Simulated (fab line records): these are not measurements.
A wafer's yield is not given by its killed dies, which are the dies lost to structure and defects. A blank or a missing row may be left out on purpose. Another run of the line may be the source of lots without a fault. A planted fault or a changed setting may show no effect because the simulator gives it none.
Chamber matching / flow n5_finfet / 4 sister chambers for N5_STI_FIN_REVEAL_ALD_14 on ald_sin-03
The step deposits Si3N4, target thk 3 nm. 4 wafers are shown with their chamber, then 8 later ones without.

== WAFERS WITH THEIR CHAMBER ==
wafer=L087.5; chamber=1; heater_power_w (W)=899
wafer=L088.1; chamber=0; heater_power_w (W)=739
wafer=L088.4; chamber=3; heater_power_w (W)=760
wafer=L090.1; chamber=2; heater_power_w (W)=799

== WAFERS WITHOUT THEIR CHAMBER ==
wafer=L090.3; heater_power_w (W)=746
wafer=L090.5; heater_power_w (W)=813
wafer=L091.1; heater_power_w (W)=944
wafer=L091.5; heater_power_w (W)=733
wafer=L091.6; heater_power_w (W)=953
wafer=L093.1; heater_power_w (W)=733
wafer=L093.2; heater_power_w (W)=779
wafer=L093.4; heater_power_w (W)=798

== WHICH CHAMBER EACH ONE RAN IN ==
wafer=L090.3; from the rows above=can't be placed: 0 or 3 or 2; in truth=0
wafer=L090.5; from the rows above=can't be placed: 2 or 3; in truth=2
wafer=L091.1; from the rows above=1; in truth=1
wafer=L091.5; from the rows above=can't be placed: 0 or 3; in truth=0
wafer=L091.6; from the rows above=1; in truth=1
wafer=L093.1; from the rows above=can't be placed: 0 or 3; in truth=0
wafer=L093.2; from the rows above=can't be placed: 3 or 2 or 0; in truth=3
wafer=L093.4; from the rows above=can't be placed: 2 or 3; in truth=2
Placed correctly: 2 of 8. From these rows, 6 cannot be placed; in 6 the true chamber is one of the candidates. Number placed wrongly: 0.
How it was worked out, from the rows above alone: a wafer's distance from a chamber is the root of the sum, over the readings, of the square of ((its reading less the chamber's mean) divided by the reading's scatter). The wafer belongs to the nearest chamber; if the next one is less than 2 further off, it can't be placed. A chamber's mean is the mean of its shown wafers. The scatter: root of mean squared gap, hidden wafer to nearest shown wafer, with one shown wafer a chamber.
